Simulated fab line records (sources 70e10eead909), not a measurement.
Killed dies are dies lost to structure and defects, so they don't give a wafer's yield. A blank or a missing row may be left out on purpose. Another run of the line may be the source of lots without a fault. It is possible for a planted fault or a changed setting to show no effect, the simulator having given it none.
Chamber matching / flow nand-harc / 3 sister chambers for NHARC_A_M0_PRE_CLEAN_31 on pecvd-02
The step time 12 s. 24 wafers are shown with their chamber, then 12 later ones without.

## EACH WAFER AND ITS CHAMBER
wafer=L077.4; chamber=1; heater-power-w (W)=683
wafer=L077.5; chamber=1; heater-power-w (W)=673
wafer=L077.6; chamber=0; heater-power-w (W)=530
wafer=L074.1; chamber=1; heater-power-w (W)=592
wafer=L074.4; chamber=1; heater-power-w (W)=599
wafer=L074.6; chamber=1; heater-power-w (W)=595
wafer=L075.2; chamber=0; heater-power-w (W)=466
wafer=L075.5; chamber=0; heater-power-w (W)=471
wafer=L075.6; chamber=1; heater-power-w (W)=709
wafer=L076.1; chamber=1; heater-power-w (W)=623
wafer=L076.2; chamber=0; heater-power-w (W)=567
wafer=L076.5; chamber=0; heater-power-w (W)=561
wafer=L078.3; chamber=2; heater-power-w (W)=626
wafer=L078.5; chamber=2; heater-power-w (W)=636
wafer=L078.6; chamber=1; heater-power-w (W)=591
wafer=L081.2; chamber=1; heater-power-w (W)=615
wafer=L081.5; chamber=1; heater-power-w (W)=623
wafer=L081.6; chamber=0; heater-power-w (W)=496
wafer=L083.1; chamber=2; heater-power-w (W)=605
wafer=L083.2; chamber=0; heater-power-w (W)=530
wafer=L083.3; chamber=1; heater-power-w (W)=716
wafer=L089.2; chamber=2; heater-power-w (W)=556
wafer=L089.4; chamber=0; heater-power-w (W)=578
wafer=L089.6; chamber=1; heater-power-w (W)=716

SIGNATURES (means of the wafers above)
reading=heater-power-w; chamber 0=524.88; chamber 1=644.58; chamber 2=605.75; scatter within a chamber=46.6
Rule: for a wafer and a chamber, the distance is found by dividing, reading by reading, the gap between the wafer's reading and the chamber's mean by the reading's scatter, squaring, summing and taking the root. The wafer belongs to the nearest chamber; if the next one is less than 2 further off, it can't be placed. The scatter: take each reading less its chamber's mean, square it, sum over the shown wafers, divide by the number of wafers less the number of chambers, and take the root.

## WAFERS WITHOUT THEIR CHAMBER
wafer=L090.1; heater-power-w (W)=633
wafer=L090.4; heater-power-w (W)=628
wafer=L090.5; heater-power-w (W)=550
wafer=L093.1; heater-power-w (W)=556
wafer=L093.2; heater-power-w (W)=529
wafer=L093.4; heater-power-w (W)=569
wafer=L095.3; heater-power-w (W)=643
wafer=L095.4; heater-power-w (W)=649
wafer=L095.6; heater-power-w (W)=568
wafer=L096.1; heater-power-w (W)=537
wafer=L096.2; heater-power-w (W)=642
wafer=L096.6; heater-power-w (W)=664

## WHICH CHAMBER EACH ONE RAN IN
wafer=L090.1; from the rows above=can't be placed: 1 or 2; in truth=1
wafer=L090.4; from the rows above=can't be placed: 1 or 2 or 0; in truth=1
wafer=L090.5; from the rows above=can't be placed: 0 or 2 or 1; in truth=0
wafer=L093.1; from the rows above=can't be placed: 0 or 2 or 1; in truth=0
wafer=L093.2; from the rows above=can't be placed: 0 or 2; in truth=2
wafer=L093.4; from the rows above=can't be placed: 2 or 0 or 1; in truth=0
wafer=L095.3; from the rows above=can't be placed: 1 or 2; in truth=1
wafer=L095.4; from the rows above=can't be placed: 1 or 2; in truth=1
wafer=L095.6; from the rows above=can't be placed: 2 or 0 or 1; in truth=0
wafer=L096.1; from the rows above=can't be placed: 0 or 2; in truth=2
wafer=L096.2; from the rows above=can't be placed: 1 or 2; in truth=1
wafer=L096.6; from the rows above=can't be placed: 1 or 2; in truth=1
Placed correctly: 0 of 12. Cannot be placed on the basis of these rows: 12; the candidates contain the true chamber in 12. Placed wrongly: 0.
